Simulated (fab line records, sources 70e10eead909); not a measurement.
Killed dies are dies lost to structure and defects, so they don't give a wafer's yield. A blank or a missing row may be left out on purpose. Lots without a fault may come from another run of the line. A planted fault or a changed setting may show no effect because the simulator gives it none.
Chamber matching | flow nand_harc | NHARC_A_BONDPAD_DESCUM_11 on rie_diel-09: 4 sister chambers
The step chemistry O2, time 3 s. 33 wafers are shown with their chamber, then 12 later ones without.

WAFERS WITH THEIR CHAMBER
wafer  | chamber | drypump_motor_current_A (A) | oes_product_au (a.u.) | rf_vpp_V (V)
L075.2 | 3       | 5.8                         | 1.008                 | 57.8
L075.3 | 0       | 4.8                         | 1.014                 | 58.1
L075.5 | 0       | 4.9                         | 1.002                 | 58.7
L078.2 | 0       | 4.9                         | 1.002                 | 58.2
L078.3 | 2       | 5.2                         | 1.001                 | 57.0
L078.6 | 3       | 5.8                         | 1.003                 | 58.2
L080.3 | 2       | 5.2                         | 0.990                 | 55.4
L080.4 | 0       | 4.9                         | 1.022                 | 58.7
L080.6 | 2       | 5.2                         | 0.994                 | 58.6
L079.2 | 3       | 5.9                         | 1.007                 | 56.3
L079.4 | 0       | 4.9                         | 1.018                 | 57.8
L079.6 | 0       | 4.9                         | 1.009                 | 56.8
L082.2 | 2       | 5.2                         | 0.998                 | 56.0
L082.5 | 2       | 5.2                         | 0.992                 | 57.2
L082.6 | 3       | 5.8                         | 1.011                 | 58.8
L081.1 | 1       | 5.9                         | 1.009                 | 59.2
L081.5 | 3       | 5.8                         | 1.008                 | 58.6
L081.6 | 2       | 5.2                         | 0.991                 | 56.4
L087.3 | 1       | 5.9                         | 1.008                 | 58.3
L087.5 | 2       | 5.2                         | 0.997                 | 57.5
L087.6 | 3       | 5.8                         | 1.004                 | 57.9
L088.3 | 2       | 5.2                         | 0.987                 | 57.6
L088.4 | 3       | 5.9                         | 1.000                 | 57.4
L088.6 | 3       | 5.8                         | 1.005                 | 57.4
L090.1 | 3       | 5.8                         | 0.997                 | 58.4
L090.2 | 1       | 5.8                         | 1.004                 | 57.5
L090.6 | 2       | 5.3                         | 0.989                 | 56.8
L089.2 | 2       | 5.2                         | 0.999                 | 57.4
L089.3 | 1       | 5.9                         | 0.994                 | 56.6
L089.6 | 0       | 4.9                         | 1.001                 | 57.7
L093.2 | 0       | 4.9                         | 1.001                 | 56.9
L093.3 | 1       | 5.8                         | 0.988                 | 58.9
L093.4 | 3       | 5.8                         | 1.004                 | 57.0

SIGNATURES (means of the wafers above)
reading                 | chamber 0 | chamber 1 | chamber 2 | chamber 3 | scatter within a chamber
drypump_motor_current_A | 4.888     | 5.860     | 5.210     | 5.820     | 0.0397
oes_product_au          | 1.00862   | 1.00060   | 0.99380   | 1.00470   | 0.00641
rf_vpp_V                | 57.862    | 58.100    | 56.990    | 57.780    | 0.848
Rule: a wafer's distance from a chamber is the root of the sum, over the readings, of the square of ((its reading less the chamber's mean) divided by the reading's scatter). The wafer belongs to the nearest chamber; if the next one is less than 2 further off, it can't be placed. The scatter: the root of (the sum of the squares of (reading less its chamber's mean) over the shown wafers, divided by (wafers less chambers)).

WAFERS WITHOUT THEIR CHAMBER
wafer  | drypump_motor_current_A (A) | oes_product_au (a.u.) | rf_vpp_V (V)
L095.1 | 4.9                         | 1.012                 | 57.6
L095.2 | 5.9                         | 0.988                 | 57.6
L095.5 | 5.2                         | 0.993                 | 56.9
L097.1 | 5.8                         | 0.979                 | 56.7
L097.2 | 4.9                         | 0.992                 | 57.7
L097.3 | 5.2                         | 0.975                 | 57.2
L097.4 | 5.8                         | 0.992                 | 58.4
L097.5 | 4.9                         | 0.995                 | 58.0
L097.6 | 5.9                         | 0.988                 | 56.2
L094.1 | 4.9                         | 0.998                 | 57.4
L094.2 | 5.8                         | 0.991                 | 57.3
L094.5 | 5.8                         | 0.995                 | 58.5

WHICH CHAMBER EACH WENT THROUGH
wafer  | from the rows above     | in truth
L095.1 | 0                       | 0
L095.2 | can't be placed: 1 or 3 | 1
L095.5 | 2                       | 2
L097.1 | can't be placed: 1 or 3 | 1
L097.2 | 0                       | 0
L097.3 | 2                       | 2
L097.4 | can't be placed: 1 or 3 | 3
L097.5 | 0                       | 0
L097.6 | can't be placed: 1 or 3 | 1
L094.1 | 0                       | 0
L094.2 | can't be placed: 3 or 1 | 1
L094.5 | can't be placed: 3 or 1 | 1
Placed correctly: 6 of 12. Can't be placed from these rows: 6 (the true chamber is among the candidates in 6). Placed wrongly: 0.
